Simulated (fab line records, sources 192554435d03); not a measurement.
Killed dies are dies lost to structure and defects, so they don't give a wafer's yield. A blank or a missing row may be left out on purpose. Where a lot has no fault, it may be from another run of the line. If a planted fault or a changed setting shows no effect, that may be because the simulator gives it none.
Matching of chambers | flow n5-finfet | N5_BEOL_M0_SAQP_ILD_DEP_01 on pecvd-03: 3 sister chambers
The step deposits SiOC from DEMS/O2, target thk 45.419 nm, time 8.7 s. 14 wafers are shown with their chamber, then 7 later ones without.

## WAFERS, EACH WITH ITS CHAMBER
wafer  | chamber | throttle-valve-pct (%) | heater-power-outer-w (W) | showerhead-plenum-p-Torr (Torr)
L077.2 | 0       | 12.8                   | 270                      | 5.716
L077.4 | 2       | 11.8                   | 250                      | 5.696
L077.5 | 1       | 12.3                   | 333                      | 5.693
L078.1 | 2       | 12.0                   | 238                      | 5.702
L078.3 | 0       | 12.7                   | 214                      | 5.712
L078.5 | 1       | 12.3                   | 295                      | 5.704
L081.2 | 0       | 12.7                   | 254                      | 5.705
L081.3 | 1       | 12.5                   | 290                      | 5.694
L081.5 | 1       | 12.5                   | 282                      | 5.681
L095.2 | 2       | 12.4                   | 262                      | 5.700
L095.5 | 0       | 12.6                   | 230                      | 5.694
L095.6 | 2       | 12.3                   | 265                      | 5.690
L094.3 | 0       | 12.5                   | 241                      | 5.728
L094.4 | 1       | 12.4                   | 287                      | 5.691

SIGNATURES, as means of the wafers listed above
reading                  | chamber 0 | chamber 1 | chamber 2 | scatter within a chamber
throttle-valve-pct       | 12.660    | 12.400    | 12.125    | 0.17
heater-power-outer-w     | 241.80    | 297.40    | 253.75    | 19
showerhead-plenum-p-Torr | 5.71100   | 5.69260   | 5.69700   | 0.0095
Rule: distance of a wafer from a chamber = root of the sum over the readings of ((wafer's reading minus chamber's mean) / reading's scatter) squared. The wafer belongs to the nearest chamber; if the next one is less than 2 further off, it can't be placed. The scatter: take each reading less its chamber's mean, square it, sum over the shown wafers, divide by the number of wafers less the number of chambers, and take the root.

## WAFERS WITHOUT THEIR CHAMBER
wafer  | throttle-valve-pct (%) | heater-power-outer-w (W) | showerhead-plenum-p-Torr (Torr)
L094.5 | 12.1                   | 277                      | 5.681
L090.1 | 12.3                   | 331                      | 5.698
L090.3 | 12.1                   | 261                      | 5.695
L090.6 | 12.4                   | 208                      | 5.722
L087.1 | 12.6                   | 248                      | 5.703
L087.2 | 12.2                   | 320                      | 5.703
L087.3 | 12.4                   | 275                      | 5.693

## WHICH CHAMBER EACH ONE RAN IN
wafer  | from the rows above          | in truth
L094.5 | can't be placed: 2 or 1      | 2
L090.1 | 1                            | 1
L090.3 | 2                            | 2
L090.6 | can't be placed: 0 or 2      | 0
L087.1 | can't be placed: 0 or 2      | 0
L087.2 | can't be placed: 1 or 2      | 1
L087.3 | can't be placed: 1 or 2 or 0 | 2
Placed correctly: 2 of 7. These rows do not allow placing 5 (true chamber among the candidates in 5). Number placed wrongly: 0.
